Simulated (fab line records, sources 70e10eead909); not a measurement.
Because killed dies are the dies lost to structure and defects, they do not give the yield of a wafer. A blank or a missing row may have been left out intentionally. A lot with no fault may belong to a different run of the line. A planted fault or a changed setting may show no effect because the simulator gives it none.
Matching of chambers | flow nand-harc | 3 sister chambers for NHARC_P_M2_PRE_CLEAN_32 on pecvd-03
The step time 12 s. 6 wafers are shown with their chamber, then 10 later ones without.

WAFERS PAIRED WITH THEIR CHAMBERS
wafer  | chamber | heater-power-w (W)
L085.6 | 2       | 749
L087.1 | 0       | 509
L087.5 | 1       | 607
L087.6 | 0       | 514
L089.1 | 2       | 661
L089.2 | 1       | 685

WAFERS WHOSE CHAMBER IS MISSING
wafer  | heater-power-w (W)
L089.6 | 579
L091.1 | 576
L091.2 | 712
L091.4 | 708
L092.3 | 581
L092.4 | 668
L092.5 | 721
L093.2 | 584
L093.3 | 720
L093.5 | 579

WHICH CHAMBER EACH WENT THROUGH
wafer  | from the rows above          | in truth
L089.6 | can't be placed: 1 or 0 or 2 | 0
L091.1 | can't be placed: 0 or 1 or 2 | 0
L091.2 | can't be placed: 2 or 1      | 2
L091.4 | can't be placed: 2 or 1      | 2
L092.3 | can't be placed: 1 or 0 or 2 | 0
L092.4 | can't be placed: 1 or 2      | 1
L092.5 | can't be placed: 2 or 1      | 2
L093.2 | can't be placed: 1 or 0 or 2 | 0
L093.3 | can't be placed: 2 or 1      | 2
L093.5 | can't be placed: 1 or 0 or 2 | 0
Correct placement for 0 of the 10. These rows do not allow placing 10 (true chamber among the candidates in 10). Number placed wrongly: 0.
How it was worked out, from the rows above alone: a wafer's distance from a chamber is the root of the sum, over the readings, of the square of ((its reading less the chamber's mean) divided by the reading's scatter). The wafer belongs to the nearest chamber; if the next one is less than 2 further off, it can't be placed. A chamber's mean is the mean of its shown wafers. How the scatter is found: for the shown wafers, subtract from each reading the mean of its chamber, square and add these, divide the total by (wafers less chambers), then take the root.
